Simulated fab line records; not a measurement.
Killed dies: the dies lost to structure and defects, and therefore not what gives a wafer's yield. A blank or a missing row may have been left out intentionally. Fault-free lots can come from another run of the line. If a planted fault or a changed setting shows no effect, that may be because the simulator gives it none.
Which of the tools did it? ; flow nand harc ; route of 1302 steps, sampled at 1 step: 12 lots, 36 wafers

== WHAT EACH GAUGE READ, for each wafer ==
NHARC_P_ZERO_WELL_CD_MEAS_37: target cd 720 nm.
lot;measured;on;cd nm (nm)
L075;day 2 10:15;cd sem-03;723.7 719.6 721.4
L077;day 3 06:00;cd sem-01;722.3 723.4 723.3
L079;day 4 02:08;cd sem-02;721.4 723.7 721.9
L081;day 4 22:07;cd sem-03;719.8 722.9 718.1
L083;day 5 18:13;cd sem-01;721.4 720.1 716.8
L085;day 6 14:07;cd sem-03;714.4 718.1 718.0
L087;day 7 09:58;cd sem-02;719.2 721.6 723.0
L089;day 8 06:39;cd sem-01;717.8 713.6 714.5
L091;day 9 02:01;cd sem-02;721.8 721.3 718.6
L093;day 9 23:30;cd sem-01;721.3 716.7 718.7
L095;day 10 18:14;cd sem-02;723.9 722.4 722.3
L097;day 11 14:31;cd sem-03;721.1 721.0 718.4

== TOOL THAT RAN EACH LOT (tool first, then ch and the chambers of the sampled wafers, then the start) ==
The record holds no process step before these readings.

== THE ANSWER, worked out from the rows above alone ==
Rule: usual is defined by the lots themselves. The widest of any qualifying gaps counts: lots, ordered by their means at a reading, are off when they make up no more than a third of the lots, leave a main group of 4 or more, and stand apart from it by 3 or more times the standard deviation of that group's means. A main group is skipped when, at the precision printed for the reading in the tables above, its means are all equal. A lot without any number at a reading at which 4 lots or more have one is off too. Where the step has rows for the other lots, those lots are counted as sound.
Across all readings shown, no lot is off: no conclusion can be drawn from this.

== WHAT HAD BEEN PUT IN BY THE SIMULATOR ==
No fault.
